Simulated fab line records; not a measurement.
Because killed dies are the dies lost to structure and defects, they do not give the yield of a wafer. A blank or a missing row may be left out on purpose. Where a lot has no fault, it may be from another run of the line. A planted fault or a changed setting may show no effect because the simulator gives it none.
Struck lot and sound lot, side by side	flow nandHarc	15 steps out of a route of 1159
Sound: these wafers, L865.1, L865.3, L865.5. Struck: wafers L880.1, L880.2, L880.3. The cause is given at the end.
At each step with rows: each side's tool, then ch and its chambers, then its first start. Under that, the readings that differ: sound wafers	struck wafers	difference of the means	sigmas: that difference in standard deviations of wafers without a fault.
alike: readings whose means differ by less than 2 such deviations, and words and numbers that are the same on both sides. not compared: withheld readings, readings that some wafer has no value for, bounds like >300 that may hide the same value, and numbers for which the record gives no deviation and whose values overlap.
A row with sigmas, a row that says differs or no value, or rows on one side alone: a step with any of these is where the two part. Non-overlapping numbers with no deviation appear without sigmas and do not part them. Lack of a reading on every wafer of one side parts them only where that side has two or more wafers.

NHARC_A_CHANNEL_HOLE_D1_ETCH_44: etches the open film in CF4/O2, target depth 140 nm, overetch 14 nm, time 77 s.
  sound on rieDiel-08 ch 0,3, day 9 13:08; struck on rieDiel-05 ch 0,2,3, day 13 03:28
  alike: cf4FlowSccm, drypumpMotorCurrentA, oesProductAu, rfVppV, showerheadPlenumPTorr, throttleValvePct
  not compared: rfHoursCounterH
NHARC_A_CHANNEL_HOLE_D1_STRIP_27: strips in O2.
  sound: rieDiel-08 ch 0,1,2; struck: rieDiel-05 ch 0,1,3
  alike: drypumpMotorCurrentA, oesProductAu, rfVppV, showerheadPlenumPTorr, throttleValvePct
  not compared: rfHoursCounterH
then, 2 steps without rows for these wafers: NHARC_A_CHANNEL_HOLE_D1_PRECLEAN_28 (cleans in SC1); NHARC_A_CHANNEL_HOLE_D1_SRD_29.
NHARC_A_CHANNEL_HOLE_D1_CD_MEAS_30:
  struck on cdSem-01, day 13 04:16; sound on cdSem-02, day 9 13:55
reading	sound	struck	difference	sigmas
cdNm (nm)	88.6 87.3 89.9	94.4 90.8 93.4	+4.3	+2
after that, 1 step had no rows for these wafers: NHARC_A_CHANNEL_HOLE_D1_XSEM_31.
NHARC_A_CHANNEL_HOLE_D1_INSPECT_40:
  struck on defectInspect-01, day 13 04:28; sound on defectInspect-02, day 9 14:07
  alike: rawDefectCount
then, 3 steps without rows for these wafers: NHARC_A_CHANNEL_FILL_D1_PRECLEAN_00 (cleans in SC1); NHARC_A_CHANNEL_FILL_D1_SRD_01; NHARC_A_CHANNEL_FILL_D1_ALD_02 (deposits SiO2, target thk 6 nm, pulse time 10 s, ald cycles 60).
NHARC_A_CHANNEL_FILL_D1_ALD_03: deposits SiNx, target thk 6 nm, pulse time 60 s, ald cycles 58.
  sound: aldSinBatch-03 ch 0; struck: aldSinBatch-01 ch 0
  alike: aldCycles, precursorPulseHeightRel
NHARC_A_CHANNEL_FILL_D1_ALD_14: deposits SiO2, target thk 2.5 nm, pulse time 10 s, ald cycles 25.
  sound on aldHk-02 ch 0,1,2, day 10 01:23; struck on aldHk-02 ch 0,1,2, day 13 11:31
  alike: aldCycles, heaterPowerW, precursorPulseHeightRel
NHARC_A_CHANNEL_FILL_D1_ALD_15: deposits SiNx, target thk 2 nm, pulse time 60 s, ald cycles 19.
  sound on aldSinBatch-02 ch 0, day 10 04:31; struck on aldSinBatch-02 ch 0, day 13 14:37
reading	sound	struck	difference	sigmas
aldCycles	19 19 19	15 15 15	-4	
  alike: precursorPulseHeightRel
NHARC_A_CHANNEL_FILL_D1_ALD_16: deposits SiO2, target thk 1.5 nm, pulse time 10 s, ald cycles 15.
  sound on aldHk-03 ch 2,3, day 10 06:36; struck on aldHk-03 ch 0,1,3, day 13 16:50
  alike: aldCycles, heaterPowerW, precursorPulseHeightRel
-- record jumps: 10 days between struck wafers' starts before vs after; left off in module A_CHANNEL_FILL_D1, resumes in module END, first step shown is number 1159 of the route --
NHARC_END_SORT_01:
  only the struck wafers appear in the record here, on prober-02 ch 0 at day 23 16:11; the sound ones have no rows

== WHERE THEY PART ==
Earliest at NHARC_A_CHANNEL_HOLE_D1_CD_MEAS_30; latest, in this record, at NHARC_END_SORT_01.

WHY: whatever the simulator had introduced
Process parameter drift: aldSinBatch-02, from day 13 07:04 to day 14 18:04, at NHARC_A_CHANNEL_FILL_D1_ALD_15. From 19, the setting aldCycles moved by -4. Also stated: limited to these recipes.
